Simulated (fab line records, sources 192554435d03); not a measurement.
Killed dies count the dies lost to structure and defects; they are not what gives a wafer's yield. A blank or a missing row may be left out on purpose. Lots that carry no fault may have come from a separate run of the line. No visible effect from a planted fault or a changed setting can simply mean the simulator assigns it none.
One fault through the eyes of 3 desks :: flow n5-finfet :: what lay behind the numbers comes last; until then each desk has only its own
Where a reading is given only as a bound, like >300, the bound stands for it, and a mean or a difference that rests on one is marked > or <: the true number lies beyond.

## THE DEFECT DESK
Inspection counts along the route, by lot: the mean over sampled wafers that carry a number. A lot is out of limits, marked OUT, if its mean lies more than 4 standard deviations from the usual mean; the brackets give that distance.
Columns: A = raw-defect-count at N5_BEOL_M0_SAQP_INSPECT_42, usual 289; B = raw-defect-count at N5_BEOL_M0_CUTY_INSPECT_59, usual 2.1
lot: L787
first seen here: day 6 22:28
A: 359
B: 1.3

lot: L790
first seen here: day 7 00:27
A: 402
B: 3.3

lot: L792
first seen here: day 7 03:19
A: 352
B: 1.7

lot: L794
first seen here: day 7 12:49
A: 207
B: 3.7

lot: L795
first seen here: day 7 21:31
A: 592 (+4.1) OUT
B: >300 (+99 or more) OUT

lot: L798
first seen here: day 8 21:28
A: 583
B: >300 (+99 or more) OUT

lot: L806
first seen here: day 10 14:37
A: 286
B: 3.0

lot: L807
first seen here: day 10 20:52
A: 387
B: 3.7

lot: L808
first seen here: day 11 02:38
A: 268
B: 1.7
This desk finds L795, L798 out of limits, L795 being first, at day 7 21:31 (raw-defect-count at N5_BEOL_M0_SAQP_INSPECT_42). L787, L790, L792, L794, L806, L807, L808 stayed within limits.

## FROM THE METROLOGY DESK
What the gauges read for every lot (on any tool): the sampled wafers with a number, averaged. A lot is out of limits, marked OUT, if its mean lies more than 4 standard deviations from the usual mean; the brackets give that distance. Shown here are 7 of its 11 readings, the ones lying furthest out on some lot.
Columns: A = DIBL_N at N5_BEOL_M4_RC_MEAS_101, usual 36.6 mV/V; B = DIBL_P at N5_BEOL_M4_RC_MEAS_101, usual 36.5 mV/V; C = IOFF_N at N5_BEOL_M4_RC_MEAS_101, usual 0.17 nA/um; D = IOFF_P at N5_BEOL_M4_RC_MEAS_101, usual 0.22 nA/um; E = SS_P at N5_BEOL_M4_RC_MEAS_101, usual 73.4 mV/dec; F = VT_N at N5_BEOL_M4_RC_MEAS_101, usual 249 mV; G = VT_P at N5_BEOL_M4_RC_MEAS_101, usual -250 mV
lot: L787
first seen here: day 6 22:23
A: 35.4
B: 36.5
C: 0.15
D: 0.19
E: 72.6
F: 251
G: -254

lot: L790
first seen here: day 7 00:22
A: 35.5
B: 34.4
C: 0.17
D: 0.25
E: 73.0
F: 249
G: -245

lot: L792
first seen here: day 7 03:14
A: 38.5
B: 39.4
C: 0.23
D: 0.28
E: 74.3
F: 245
G: -246

lot: L794
first seen here: day 7 12:44
A: 33.4
B: 34.6
C: 0.11
D: 0.17
E: 72.9
F: 255
G: -253

lot: L795
first seen here: day 7 21:26
A: 35.5
B: 36.2
C: 0.16
D: 0.22
E: 73.3
F: 249
G: -248

lot: L798
first seen here: day 8 21:23
A: 35.9
B: 35.7
C: 0.15
D: 0.18
E: 73.4
F: 250
G: -252

lot: L806
first seen here: day 10 14:31
A: 37.0
B: 37.5
C: 0.18
D: 0.24
E: 73.3
F: 246
G: -247

lot: L807
first seen here: day 10 20:46
A: 36.2
B: 36.3
C: 0.17
D: 0.20
E: 73.7
F: 249
G: -254

lot: L808
first seen here: day 11 02:32
A: 38.1
B: 39.9
C: 0.21
D: 0.28
E: 74.5
F: 246
G: -249
This desk's finding: nothing out of limits on any of the 9 lots.

## DESK OF THE TOOL OWNER: rie-diel-05
The tool's own readings at N5_BEOL_M0_SAQP_ETCH_83 (etches SiARC in CF4, target depth 39 nm, time 65 s): means of the sampled wafers that have a number, for each lot that ran on this tool. A lot is out of limits, marked OUT, if its mean lies more than 4 standard deviations from the usual mean; the brackets give that distance.
Columns: A = cf4-flow-sccm at N5_BEOL_M0_SAQP_ETCH_83, usual 100.0 sccm; B = drypump-motor-current-A at N5_BEOL_M0_SAQP_ETCH_83, usual 5.5 A; C = etch-rf-on-time-s at N5_BEOL_M0_SAQP_ETCH_83, usual 65.4 s; D = oes-product-au at N5_BEOL_M0_SAQP_ETCH_83, usual 0.68 a.u.; E = rf-vpp-V at N5_BEOL_M0_SAQP_ETCH_83, usual 184.4 V; F = showerhead-plenum-p-Torr at N5_BEOL_M0_SAQP_ETCH_83, usual 2.17 Torr; G = throttle-valve-pct at N5_BEOL_M0_SAQP_ETCH_83, usual 15.6 %
lot: L787
first seen here: day 6 17:14
A: 100.0
B: 5.8
C: 66.6
D: 0.60
E: 183.3
F: 2.14
G: 15.8

lot: L792
first seen here: day 6 20:00
A: 100.0
B: 5.5
C: 64.9
D: 0.68
E: 183.6
F: 2.10
G: 15.6

lot: L794
first seen here: day 7 08:26
A: 100.1
B: 5.7
C: 65.6
D: 0.75
E: 184.1
F: 2.09
G: 15.3

lot: L795
first seen here: day 7 16:54
A: 100.0
B: 6.1
C: 65.4
D: 0.60
E: 183.8
F: 2.18
G: 15.9

lot: L798
first seen here: day 8 16:59
A: 99.9
B: 5.7
C: 64.9
D: 0.59
E: 184.6
F: 2.14
G: 16.0
This desk's finding: nothing out of limits on any of the 5 lots.

## TAKEN TOGETHER
The defect desk could have raised an alarm at day 7 21:31, on L795, L798.
At the metrology desk, nothing out of limits was observed.
The desk of the tool owner found nothing out of limits.
The metrology desk has L795, L798 on record, within its limits.
On record at the tool owner's desk: L795, L798, within its limits.
All the named lots went through N5_BEOL_M0_SAQP_ETCH_83 on rie-diel-05.

## WHAT HAD BEEN PUT IN BY THE SIMULATOR
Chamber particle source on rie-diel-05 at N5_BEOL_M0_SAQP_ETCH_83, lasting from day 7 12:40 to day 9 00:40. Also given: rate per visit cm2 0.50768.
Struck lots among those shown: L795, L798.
Hours from the fault's start to each desk's first reading out of limits: the defect desk, 9.
